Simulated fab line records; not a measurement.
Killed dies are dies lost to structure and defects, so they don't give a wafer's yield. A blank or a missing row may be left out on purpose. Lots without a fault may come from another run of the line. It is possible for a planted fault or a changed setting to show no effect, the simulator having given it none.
Matching of chambers | flow n5-finfet | 4 sister chambers for N5_BEOL_M5_DESCUM_33 on rie-diel-06
The step chemistry O2, time 7 s. 8 wafers are shown with their chamber, then 9 later ones without.

## WAFERS PAIRED WITH THEIR CHAMBERS
wafer  | chamber | showerhead-plenum-p-Torr (Torr) | drypump-motor-current-A (A)
L077.3 | 1       | 2.01                            | 5.8
L081.4 | 0       | 2.14                            | 6.5
L083.1 | 2       | 1.99                            | 6.7
L083.4 | 3       | 2.17                            | 5.6
L083.5 | 2       | 1.99                            | 6.7
L086.2 | 3       | 2.17                            | 5.6
L086.3 | 1       | 2.01                            | 5.8
L086.4 | 0       | 2.13                            | 6.4

## WAFERS WITH NO CHAMBER GIVEN
wafer  | showerhead-plenum-p-Torr (Torr) | drypump-motor-current-A (A)
L092.1 | 2.17                            | 5.6
L092.2 | 2.13                            | 6.4
L092.3 | 2.25                            | 6.7
L095.3 | 2.24                            | 6.7
L095.4 | 2.00                            | 5.8
L095.5 | 2.00                            | 5.8
L096.2 | 2.13                            | 6.5
L096.3 | 2.16                            | 5.6
L096.5 | 2.00                            | 5.8

## WHICH CHAMBER EACH WENT THROUGH
wafer  | from the rows above | in truth
L092.1 | 3                   | 3
L092.2 | 0                   | 0
L092.3 | 0                   | 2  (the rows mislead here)
L095.3 | 0                   | 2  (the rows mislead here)
L095.4 | 1                   | 1
L095.5 | 1                   | 1
L096.2 | 0                   | 0
L096.3 | 3                   | 3
L096.5 | 1                   | 1
Correctly placed: 7 of 9. Can't be placed from these rows: 0. Number placed wrongly: 2.
How it was worked out, from the rows above alone: a wafer's distance from a chamber is the root of the sum, over the readings, of the square of ((its reading less the chamber's mean) divided by the reading's scatter). If the next closest chamber is less than 2 further off than the closest, the wafer can't be placed; otherwise it belongs to the closest. The mean given for a chamber averages the wafers shown for that chamber. The scatter: the root of (the sum of the squares of (reading less its chamber's mean) over the shown wafers, divided by (wafers less chambers)).
